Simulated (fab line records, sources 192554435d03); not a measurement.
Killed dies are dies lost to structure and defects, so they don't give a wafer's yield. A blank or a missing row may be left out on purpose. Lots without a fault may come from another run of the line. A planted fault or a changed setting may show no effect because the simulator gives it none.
Chamber matching | flow n5_finfet | N5_MIM_TOP_ETCH_PECVD_03 on pecvd-02: 3 sister chambers
The step deposits SiNx from SiH4/NH3/N2, target thk 20 nm, time 17.6 s. 14 wafers are shown with their chamber, then 7 later ones without.

WAFERS WITH THEIR CHAMBER
wafer  | chamber | showerhead_plenum_p_Torr (Torr) | heater_power_w (W) | throttle_valve_pct (%)
L075.1 | 2       | 5.17                            | 699                | 39.6
L075.2 | 0       | 5.13                            | 876                | 39.8
L075.4 | 1       | 5.24                            | 1000               | 38.9
L077.2 | 2       | 5.18                            | 766                | 39.6
L077.5 | 1       | 5.23                            | 922                | 39.3
L077.6 | 2       | 5.18                            | 748                | 39.5
L076.2 | 2       | 5.18                            | 694                | 39.5
L076.3 | 0       | 5.15                            | 844                | 39.9
L076.4 | 2       | 5.18                            | 685                | 39.8
L086.2 | 0       | 5.14                            | 883                | 39.8
L086.5 | 0       | 5.13                            | 885                | 39.9
L086.6 | 1       | 5.23                            | 958                | 39.3
L091.1 | 1       | 5.25                            | 945                | 39.4
L091.2 | 0       | 5.15                            | 875                | 40.0

SIGNATURES (means of the wafers above)
reading                  | chamber 0 | chamber 1 | chamber 2 | scatter within a chamber
showerhead_plenum_p_Torr | 5.1400    | 5.2375    | 5.1780    | 0.00828
heater_power_w           | 872.60    | 956.25    | 718.40    | 29.5
throttle_valve_pct       | 39.880    | 39.225    | 39.600    | 0.146
Rule: a wafer's distance from a chamber is the root of the sum, over the readings, of the square of ((its reading less the chamber's mean) divided by the reading's scatter). The wafer belongs to the nearest chamber; if the next one is less than 2 further off, it can't be placed. The scatter: the root of (the sum of the squares of (reading less its chamber's mean) over the shown wafers, divided by (wafers less chambers)).

WAFERS WITHOUT THEIR CHAMBER
wafer  | showerhead_plenum_p_Torr (Torr) | heater_power_w (W) | throttle_valve_pct (%)
L091.4 | 5.24                            | 906                | 39.1
L096.4 | 5.22                            | 994                | 38.7
L096.5 | 5.18                            | 750                | 40.5
L096.6 | 5.15                            | 873                | 39.9
L097.2 | 5.13                            | 837                | 40.4
L097.4 | 5.24                            | 858                | 39.1
L097.5 | 5.16                            | 829                | 40.0

WHICH CHAMBER EACH WENT THROUGH
wafer  | from the rows above     | in truth
L091.4 | 1                       | 1
L096.4 | 1                       | 1
L096.5 | can't be placed: 2 or 0 | 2
L096.6 | 0                       | 0
L097.2 | 0                       | 0
L097.4 | 1                       | 1
L097.5 | 0                       | 0
Placed correctly: 6 of 7. Can't be placed from these rows: 1 (the true chamber is among the candidates in 1). Placed wrongly: 0.
